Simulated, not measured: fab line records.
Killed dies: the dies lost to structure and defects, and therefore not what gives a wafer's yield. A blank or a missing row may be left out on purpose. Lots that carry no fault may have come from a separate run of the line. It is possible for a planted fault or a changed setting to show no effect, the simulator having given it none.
Lot-split experiment    flow n5-finfet    route with 1938 steps; 7 lots, 39 wafers read

THE SPLIT ITSELF
At N5_SPACER0_ALD_08 (deposits SiNx, target thk 2 nm), the setting target-thk-a was moved away from the recipe's 20 angstrom on 9 of the 39 wafers read, by -15.6% to +38.7%. All remaining wafers had this setting at the recipe value.

FROM THE SPLIT TO THE READING: what the file shows between them, 11 steps
- N5_SD_EPI_N_COAT_32: time 60 s, resist thk 350 nm
- N5_SD_EPI_N_SD_RECESS_17: chemistry HBr/Cl2/O2, target depth 41 nm, time 23.7 s, bt time 3 s
- N5_SD_EPI_N_STRIP_38: strips in N2/H2
- N5_SD_EPI_N_WET_ETCH_43: etches SiO2 in dHF, time 14 s, target depth 1.5 nm
- N5_SD_EPI_N_STRIP_18: strips in SPM, time 750 s
- N5_SD_EPI_N_SRD_20: time 30 s
- N5_SD_EPI_N_PRECLEAN_48: cleans in NF3:NH3, afs cycles 2, time 20 s, sublimation time 60 s
- N5_SD_EPI_N_VAPOR_ETCH_50: etches Si in HCl, time 54 s
- N5_SD_EPI_N_EPI_21: deposits Si:P, time 690 s
- N5_SD_EPI_N_PRECLEAN_24: cleans in O3/DIW, time 60 s
- N5_SD_EPI_N_SRD_25: time 30 s

THE READING
SiNx_of_SPACER0_ALD_08.thk-nm (the simulator's own value, which no gauge read), in nm, at N5_SD_EPI_N_PRECLEAN_49 (cleans in NF3:NH3, afs cycles 1, time 20 s, sublimation time 60 s). The file does not state a usual value for it. The 30 wafers here that ran the recipe average 1.1 nm, standard deviation 0.1 nm.

wafer   tool, chamber at the split  target-thk-a as run, angstrom  against the recipe  SiNx_of_SPACER0_ALD_08.thk-nm, nm  against lot-mates on the recipe
L076.1  ald-sin-04, 3,0,1,2,1,2     20                             recipe              1.2                                -
L076.6  ald-sin-04, 3,0,1,2,1,2     20                             recipe              1.2                                -
L076.2  ald-sin-04, 3,0,1,2,1,2     20                             recipe              1                                  -
L076.3  ald-sin-04, 3,0,1,2,1,2     20                             recipe              1                                  -
L076.4  ald-sin-04, 3,0,1,2,1,2     20                             recipe              1                                  -
L076.5  ald-sin-04, 3,0,1,2,1,2     20                             recipe              1                                  -
L078.1  ald-sin-01, 3,0,1           20                             recipe              1                                  -
L078.2  ald-sin-01, 3,0,1           20                             recipe              1                                  -
L078.6  ald-sin-01, 3,0,1           20                             recipe              1                                  -
L078.3  ald-sin-01, 1,2,2           16.87                          -15.6%              0.8                                -0.2
L078.4  ald-sin-01, 1,2,2           16.87                          -15.6%              0.8                                -0.2
L078.5  ald-sin-01, 1,2,2           16.87                          -15.6%              0.8                                -0.2
L081.1  ald-sin-02, 2,2,1           27.75                          +38.7%              1.8                                +0.8
L081.5  ald-sin-02, 2,2,1           27.75                          +38.7%              1.8                                +0.8
L081.6  ald-sin-02, 2,2,1           27.75                          +38.7%              1.8                                +0.8
L081.2  ald-sin-02, 1,0,3           20                             recipe              1                                  -
L081.3  ald-sin-02, 1,0,3           20                             recipe              1                                  -
L081.4  ald-sin-02, 1,0,3           20                             recipe              1                                  -
L084.1  ald-sin-01, 2,3,1,0,3,2     20                             recipe              1.2                                -
L084.2  ald-sin-01, 2,3,1,0,3,2     20                             recipe              1.2                                -
L084.3  ald-sin-01, 2,3,1,0,3,2     20                             recipe              1.2                                -
L084.5  ald-sin-01, 2,3,1,0,3,2     20                             recipe              1.2                                -
L084.6  ald-sin-01, 2,3,1,0,3,2     20                             recipe              1.2                                -
L084.4  ald-sin-01, 2,3,1,0,3,2     20                             recipe              1                                  -
L089.1  ald-sin-04, 3,0,2           23.85                          +19.3%              1.4                                +0.3
L089.4  ald-sin-04, 3,0,2           23.85                          +19.3%              1.4                                +0.3
L089.6  ald-sin-04, 3,0,2           23.85                          +19.3%              1.4                                +0.3
L089.2  ald-sin-04, 2,1,3           20                             recipe              1.2                                -
L089.5  ald-sin-04, 2,1,3           20                             recipe              1.2                                -
L089.3  ald-sin-04, 2,1,3           20                             recipe              1                                  -
L091.1  ald-sin-02, 3,2,0,1,2,1     20                             recipe              1                                  -
L091.3  ald-sin-02, 3,2,0,1,2,1     20                             recipe              1                                  -
L091.4  ald-sin-02, 3,2,0,1,2,1     20                             recipe              1                                  -
L091.6  ald-sin-02, 3,2,0,1,2,1     20                             recipe              1                                  -
L091.2  ald-sin-02, 3,2,0,1,2,1     20                             recipe              1.2                                -
L091.5  ald-sin-02, 3,2,0,1,2,1     20                             recipe              1.2                                -
L092.1  ald-sin-04, 3,0,3           20                             recipe              1.2                                -
L092.2  ald-sin-04, 3,0,3           20                             recipe              1.2                                -
L092.6  ald-sin-04, 3,0,3           20                             recipe              1.2                                -
Where a row lists several chambers, the file gives one row for several wafers and doesn't say which wafer went through which chamber.

FIT RESULTS
A straight line over all 39 wafers: SiNx_of_SPACER0_ALD_08.thk-nm changes by +0.018 nm for each +1% of target-thk-a; r = +0.93; the points scatter about the line by 0.091 nm.
The same after taking each lot's own level away (the mean of its wafers on the recipe; 39 wafers): +0.0184 nm for each +1%; r = +0.95; scatter 0.079 nm.
Per that fit: largest target-thk-a move, reading shift of 0.71 nm.
The span of the lots' own levels, 1.00 to 1.20 nm, comes to 2.0 times the standard deviation stated above.
The two slopes are in agreement: the lot-to-lot level therefore moves the slope only a little.
Check: for one of the wafers moved furthest among these (+38.7%), held out of the fit, the line's prediction against its lot-mates is +0.695 nm. It came out at +0.8 nm against them.

ADDITIONAL SPLITS CARRIED BY THESE WAFERS
Other splits were also applied to these wafers ahead of the reading. Each is held against what the fit with the lots' levels taken away leaves over:
other split on the same wafers  wafers away from the commonest value  r with SiNx_of_SPACER0_ALD_08.thk-nm (lot level and that fit taken away)
N5_FIN_SAQP_PECVD_06 time-s     12                                    +0.15

THE WHOLE CHAIN: every reading that the file lists as answering this split, in the file's order
step                     what it does                                                       reading                                                                         change (the file's fit)                 r (the file's)
N5_SPACER0_ALD_08        deposits SiNx, target thk 2 nm                                     SiNx_of_SPACER0_ALD_08.thk-nm (the simulator's own value, which no gauge read)  +0.0212 nm for each +1% of the setting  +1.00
N5_SD_EPI_N_WET_ETCH_43  etches SiO2 in dHF, time 14 s, target depth 1.5 nm                 SiNx_of_SPACER0_ALD_08.thk-nm (the simulator's own value, which no gauge read)  +0.02 nm for each +1% of the setting    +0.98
N5_SD_EPI_N_PRECLEAN_48  cleans in NF3:NH3, afs cycles 2, time 20 s, sublimation time 60 s  SiNx_of_SPACER0_ALD_08.thk-nm (the simulator's own value, which no gauge read)  +0.0173 nm for each +1% of the setting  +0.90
N5_SD_EPI_N_PRECLEAN_49  cleans in NF3:NH3, afs cycles 1, time 20 s, sublimation time 60 s  SiNx_of_SPACER0_ALD_08.thk-nm (the simulator's own value, which no gauge read)  +0.0185 nm for each +1% of the setting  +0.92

FILE'S OWN FIT
SiNx_of_SPACER0_ALD_08.thk-nm changes by +0.0185 nm for each +1% of target-thk-a, r = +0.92.
